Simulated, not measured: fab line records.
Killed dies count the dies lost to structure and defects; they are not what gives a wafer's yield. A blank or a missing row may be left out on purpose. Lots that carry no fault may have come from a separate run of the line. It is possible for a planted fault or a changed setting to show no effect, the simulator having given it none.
Chamber matching	flow nand harc	NHARC_A_STAIRCASE_DEP_322 on pecvd-01 has 3 sister chambers
The step deposits SiO2, target thk 3800 nm. 6 wafers are shown with their chamber, then 10 later ones without.

== WAFERS PAIRED WITH THEIR CHAMBERS ==
wafer	chamber	heater power w (W)
L864.4	2	652
L867.4	1	634
L872.3	2	662
L872.6	0	701
L875.2	0	771
L875.3	1	725

== WAFERS WHOSE CHAMBER IS MISSING ==
wafer	heater power w (W)
L875.4	642
L876.2	831
L876.4	698
L876.5	701
L880.1	814
L880.2	809
L880.4	714
L881.2	866
L881.3	767
L881.5	658

== CHAMBER TAKEN BY EACH ==
wafer	from the rows above	in truth
L875.4	can't be placed: 2 or 1 or 0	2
L876.2	can't be placed: 0 or 1 or 2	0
L876.4	can't be placed: 1 or 0 or 2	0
L876.5	can't be placed: 1 or 0 or 2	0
L880.1	can't be placed: 0 or 1 or 2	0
L880.2	can't be placed: 0 or 1 or 2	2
L880.4	can't be placed: 0 or 1 or 2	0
L881.2	can't be placed: 0 or 1 or 2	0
L881.3	can't be placed: 0 or 1 or 2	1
L881.5	can't be placed: 2 or 1 or 0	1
0 of 10 placed correctly. Can't be placed from these rows: 10 (the true chamber is among the candidates in 10). Number placed wrongly: 0.
How it was worked out, from the rows above alone: a wafer's distance from a chamber is the root of the sum, over the readings, of the square of ((its reading less the chamber's mean) divided by the reading's scatter). The wafer belongs to the nearest chamber; if the next one is less than 2 further off, it can't be placed. A chamber's mean is the mean of its shown wafers. The scatter: the root of (the sum of the squares of (reading less its chamber's mean) over the shown wafers, divided by (wafers less chambers)).
